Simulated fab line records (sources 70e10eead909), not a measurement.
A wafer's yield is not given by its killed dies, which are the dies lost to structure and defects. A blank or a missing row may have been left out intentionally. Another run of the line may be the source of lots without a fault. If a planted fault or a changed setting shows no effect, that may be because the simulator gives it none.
Chamber matching || flow nand-harc || ald-hk-02 running NHARC_A_CHANNEL_FILL_D2_ALD_16: 4 sister chambers
The step deposits SiO2, target thk 1.5 nm, pulse time 10 s, ald cycles 15. 4 wafers are shown with their chamber, then 8 later ones without.

## WAFERS, EACH WITH ITS CHAMBER
{"wafer": "L090.1", "chamber": 1, "heater-power-w (W)": 413}
{"wafer": "L089.1", "chamber": 0, "heater-power-w (W)": 424}
{"wafer": "L089.5", "chamber": 3, "heater-power-w (W)": 557}
{"wafer": "L089.6", "chamber": 2, "heater-power-w (W)": 451}

## WAFERS WHOSE CHAMBER IS MISSING
{"wafer": "L091.4", "heater-power-w (W)": 414}
{"wafer": "L091.5", "heater-power-w (W)": 543}
{"wafer": "L092.1", "heater-power-w (W)": 442}
{"wafer": "L092.3", "heater-power-w (W)": 546}
{"wafer": "L092.5", "heater-power-w (W)": 458}
{"wafer": "L097.2", "heater-power-w (W)": 466}
{"wafer": "L097.3", "heater-power-w (W)": 415}
{"wafer": "L097.4", "heater-power-w (W)": 435}

## CHAMBER TAKEN BY EACH
{"wafer": "L091.4", "from the rows above": "can't be placed: 1 or 0", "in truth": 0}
{"wafer": "L091.5", "from the rows above": 3, "in truth": 3}
{"wafer": "L092.1", "from the rows above": "can't be placed: 2 or 0", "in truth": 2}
{"wafer": "L092.3", "from the rows above": 3, "in truth": 3}
{"wafer": "L092.5", "from the rows above": 2, "in truth": 2}
{"wafer": "L097.2", "from the rows above": 2, "in truth": 2}
{"wafer": "L097.3", "from the rows above": "can't be placed: 1 or 0", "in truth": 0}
{"wafer": "L097.4", "from the rows above": "can't be placed: 0 or 2 or 1", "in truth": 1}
Placed correctly: 4 of 8. From these rows, 4 cannot be placed; in 4 the true chamber is one of the candidates. Placed wrongly: 0.
How it was worked out, from the rows above alone: a wafer's distance from a chamber is the root of the sum, over the readings, of the square of ((its reading less the chamber's mean) divided by the reading's scatter). If the next closest chamber is less than 2 further off than the closest, the wafer can't be placed; otherwise it belongs to the closest. The mean given for a chamber averages the wafers shown for that chamber. The scatter: root of mean squared gap, hidden wafer to nearest shown wafer, with one shown wafer a chamber.
